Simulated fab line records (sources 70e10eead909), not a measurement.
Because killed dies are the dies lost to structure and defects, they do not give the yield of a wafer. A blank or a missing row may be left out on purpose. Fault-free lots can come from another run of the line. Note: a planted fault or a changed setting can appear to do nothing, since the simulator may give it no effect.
Matching of chambers :: flow nand_harc :: NHARC_P_M2_PRE_CLEAN_32 on pecvd-01: 3 sister chambers
The step time 12 s. 3 wafers are shown with their chamber, then 10 later ones without.

== EACH WAFER AND ITS CHAMBER ==
wafer: L085.4
chamber: 1
heater_power_w (W): 688

wafer: L084.2
chamber: 0
heater_power_w (W): 763

wafer: L084.3
chamber: 2
heater_power_w (W): 654

== WAFERS MISSING THEIR CHAMBER ==
wafer: L084.5
heater_power_w (W): 600

wafer: L090.1
heater_power_w (W): 556

wafer: L090.2
heater_power_w (W): 684

wafer: L090.6
heater_power_w (W): 575

wafer: L091.1
heater_power_w (W): 579

wafer: L091.3
heater_power_w (W): 616

wafer: L091.4
heater_power_w (W): 614

wafer: L096.1
heater_power_w (W): 606

wafer: L096.3
heater_power_w (W): 651

wafer: L096.4
heater_power_w (W): 739

== WHICH CHAMBER EACH ONE RAN IN ==
wafer: L084.5
from the rows above: can't be placed: 2 or 1 or 0
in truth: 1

wafer: L090.1
from the rows above: can't be placed: 2 or 1 or 0
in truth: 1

wafer: L090.2
from the rows above: can't be placed: 1 or 2 or 0
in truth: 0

wafer: L090.6
from the rows above: can't be placed: 2 or 1 or 0
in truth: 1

wafer: L091.1
from the rows above: can't be placed: 2 or 1 or 0
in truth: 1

wafer: L091.3
from the rows above: can't be placed: 2 or 1 or 0
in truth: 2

wafer: L091.4
from the rows above: can't be placed: 2 or 1 or 0
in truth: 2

wafer: L096.1
from the rows above: can't be placed: 2 or 1 or 0
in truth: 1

wafer: L096.3
from the rows above: can't be placed: 2 or 1 or 0
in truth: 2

wafer: L096.4
from the rows above: can't be placed: 0 or 1 or 2
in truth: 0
Placed correctly: 0 of 10. These rows do not allow placing 10 (true chamber among the candidates in 10). 0 placed wrongly.
How it was worked out, from the rows above alone: a wafer's distance from a chamber is the root of the sum, over the readings, of the square of ((its reading less the chamber's mean) divided by the reading's scatter). If the next closest chamber is less than 2 further off than the closest, the wafer can't be placed; otherwise it belongs to the closest. Each chamber's mean is taken over the wafers shown for it. The scatter (one wafer shown for each chamber): square how far every hidden wafer sits from the nearest shown wafer, average those squares and take the square root.
